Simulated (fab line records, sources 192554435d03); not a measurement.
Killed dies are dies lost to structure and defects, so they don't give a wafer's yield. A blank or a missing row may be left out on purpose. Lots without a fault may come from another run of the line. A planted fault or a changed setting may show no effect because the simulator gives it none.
Chamber matching | flow n5_finfet | N5_BEOL_M2_VIA_ETCH_34 on rie_diel-02: 4 sister chambers
The step etches the open film in C4F6/O2, target depth 69.4 nm, time 65.9 s. 22 wafers are shown with their chamber, then 11 later ones without.

WAFERS WITH THEIR CHAMBER
wafer  | chamber | showerhead_plenum_p_Torr (Torr) | rf_vpp_V (V) | drypump_motor_current_A (A)
L074.1 | 0       | 2.73                            | 686          | 6.4
L074.3 | 3       | 2.90                            | 665          | 6.3
L074.5 | 3       | 2.90                            | 667          | 6.3
L075.2 | 3       | 2.90                            | 666          | 6.3
L075.4 | 0       | 2.73                            | 687          | 6.4
L075.5 | 2       | 3.00                            | 682          | 6.0
L076.3 | 2       | 3.00                            | 682          | 6.0
L076.4 | 3       | 2.90                            | 666          | 6.4
L076.6 | 0       | 2.73                            | 686          | 6.4
L078.1 | 2       | 3.00                            | 682          | 6.0
L078.3 | 0       | 2.73                            | 686          | 6.4
L078.5 | 3       | 2.90                            | 664          | 6.4
L083.1 | 0       | 2.72                            | 686          | 6.4
L083.2 | 1       | 3.02                            | 675          | 6.2
L083.4 | 0       | 2.72                            | 686          | 6.4
L085.2 | 1       | 3.01                            | 675          | 6.2
L085.4 | 0       | 2.71                            | 685          | 6.4
L085.6 | 0       | 2.71                            | 685          | 6.4
L090.1 | 1       | 3.01                            | 674          | 6.2
L090.3 | 0       | 2.71                            | 686          | 6.4
L090.6 | 0       | 2.71                            | 687          | 6.4
L092.2 | 3       | 2.88                            | 665          | 6.4

SIGNATURES (means of the wafers above)
reading                  | chamber 0 | chamber 1 | chamber 2 | chamber 3 | scatter within a chamber
showerhead_plenum_p_Torr | 2.7200    | 3.0133    | 3.0000    | 2.8967    | 0.00816
rf_vpp_V                 | 686.00    | 674.67    | 682.00    | 665.50    | 0.752
drypump_motor_current_A  | 6.400     | 6.200     | 6.000     | 6.350     | 0.0289
Rule: a wafer's distance from a chamber is the root of the sum, over the readings, of the square of ((its reading less the chamber's mean) divided by the reading's scatter). The wafer belongs to the nearest chamber; if the next one is less than 2 further off, it can't be placed. The scatter: the root of (the sum of the squares of (reading less its chamber's mean) over the shown wafers, divided by (wafers less chambers)).

WAFERS WITHOUT THEIR CHAMBER
wafer  | showerhead_plenum_p_Torr (Torr) | rf_vpp_V (V) | drypump_motor_current_A (A)
L092.4 | 2.70                            | 686          | 6.4
L092.6 | 2.71                            | 686          | 6.4
L087.1 | 3.01                            | 674          | 6.2
L087.2 | 2.97                            | 681          | 6.0
L087.3 | 2.88                            | 665          | 6.3
L096.1 | 2.70                            | 686          | 6.4
L096.4 | 3.00                            | 675          | 6.2
L096.5 | 3.00                            | 674          | 6.2
L097.1 | 2.70                            | 686          | 6.4
L097.3 | 3.00                            | 673          | 6.2
L097.6 | 3.00                            | 675          | 6.2

WHICH CHAMBER EACH WENT THROUGH
wafer  | from the rows above | in truth
L092.4 | 0                   | 0
L092.6 | 0                   | 0
L087.1 | 1                   | 1
L087.2 | 2                   | 2
L087.3 | 3                   | 3
L096.1 | 0                   | 0
L096.4 | 1                   | 1
L096.5 | 1                   | 1
L097.1 | 0                   | 0
L097.3 | 1                   | 1
L097.6 | 1                   | 1
Placed correctly: 11 of 11. Can't be placed from these rows: 0. Placed wrongly: 0.
